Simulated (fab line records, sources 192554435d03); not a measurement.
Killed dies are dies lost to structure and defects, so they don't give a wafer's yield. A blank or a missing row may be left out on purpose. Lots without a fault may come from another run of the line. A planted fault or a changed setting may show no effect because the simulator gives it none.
Chamber matching | flow n5_finfet | N5_BEOL_M10_DEP_56 on pecvd-01: 3 sister chambers
The step deposits SiCN from 3MS/NH3, target thk 15 nm, time 26.5 s. 36 wafers are shown with their chamber, then 12 later ones without.

WAFERS WITH THEIR CHAMBER
wafer  | chamber | throttle_valve_pct (%) | showerhead_plenum_p_Torr (Torr)
L074.1 | 1       | 9.3                    | 3.660
L074.2 | 2       | 8.6                    | 3.668
L074.3 | 0       | 9.5                    | 3.659
L074.4 | 1       | 9.2                    | 3.659
L074.5 | 0       | 9.4                    | 3.661
L074.6 | 2       | 9.0                    | 3.665
L075.1 | 0       | 9.4                    | 3.667
L075.2 | 2       | 8.7                    | 3.657
L075.3 | 1       | 9.2                    | 3.668
L075.4 | 0       | 9.5                    | 3.658
L075.5 | 2       | 8.7                    | 3.668
L075.6 | 1       | 9.4                    | 3.657
L078.1 | 2       | 8.6                    | 3.665
L078.3 | 0       | 9.5                    | 3.648
L078.6 | 0       | 9.6                    | 3.660
L077.1 | 1       | 9.0                    | 3.667
L077.4 | 2       | 8.4                    | 3.664
L077.5 | 1       | 8.9                    | 3.668
L084.1 | 1       | 9.5                    | 3.661
L084.4 | 1       | 9.1                    | 3.668
L084.6 | 0       | 9.4                    | 3.659
L085.1 | 1       | 9.3                    | 3.668
L085.2 | 2       | 8.7                    | 3.671
L085.3 | 0       | 9.5                    | 3.671
L085.4 | 1       | 9.4                    | 3.660
L085.5 | 0       | 9.3                    | 3.676
L085.6 | 2       | 8.9                    | 3.676
L086.2 | 1       | 9.1                    | 3.661
L086.4 | 0       | 9.7                    | 3.658
L086.6 | 1       | 9.1                    | 3.667
L093.3 | 2       | 8.5                    | 3.665
L093.4 | 1       | 9.1                    | 3.671
L093.6 | 0       | 9.2                    | 3.652
L090.1 | 2       | 8.8                    | 3.662
L090.3 | 0       | 9.5                    | 3.650
L090.5 | 1       | 9.1                    | 3.660

SIGNATURES (means of the wafers above)
reading                  | chamber 0 | chamber 1 | chamber 2 | scatter within a chamber
throttle_valve_pct       | 9.458     | 9.193     | 8.690     | 0.16
showerhead_plenum_p_Torr | 3.65992   | 3.66393   | 3.66610   | 0.00616
Rule: a wafer's distance from a chamber is the root of the sum, over the readings, of the square of ((its reading less the chamber's mean) divided by the reading's scatter). The wafer belongs to the nearest chamber; if the next one is less than 2 further off, it can't be placed. The scatter: the root of (the sum of the squares of (reading less its chamber's mean) over the shown wafers, divided by (wafers less chambers)).

WAFERS WITHOUT THEIR CHAMBER
wafer  | throttle_valve_pct (%) | showerhead_plenum_p_Torr (Torr)
L094.1 | 8.6                    | 3.659
L094.2 | 9.6                    | 3.669
L094.3 | 8.9                    | 3.661
L094.4 | 9.2                    | 3.656
L094.5 | 9.3                    | 3.658
L094.6 | 8.7                    | 3.668
L097.1 | 9.1                    | 3.667
L097.4 | 8.9                    | 3.658
L097.6 | 9.6                    | 3.664
L095.2 | 9.4                    | 3.665
L095.4 | 9.3                    | 3.667
L095.5 | 8.6                    | 3.673

WHICH CHAMBER EACH WENT THROUGH
wafer  | from the rows above          | in truth
L094.1 | 2                            | 2
L094.2 | can't be placed: 0 or 1      | 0
L094.3 | can't be placed: 2 or 1 or 0 | 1
L094.4 | can't be placed: 1 or 0      | 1
L094.5 | can't be placed: 0 or 1      | 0
L094.6 | 2                            | 2
L097.1 | can't be placed: 1 or 0 or 2 | 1
L097.4 | can't be placed: 2 or 1 or 0 | 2
L097.6 | can't be placed: 0 or 1      | 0
L095.2 | can't be placed: 0 or 1      | 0
L095.4 | can't be placed: 1 or 0      | 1
L095.5 | 2                            | 2
Placed correctly: 3 of 12. Can't be placed from these rows: 9 (the true chamber is among the candidates in 9). Placed wrongly: 0.
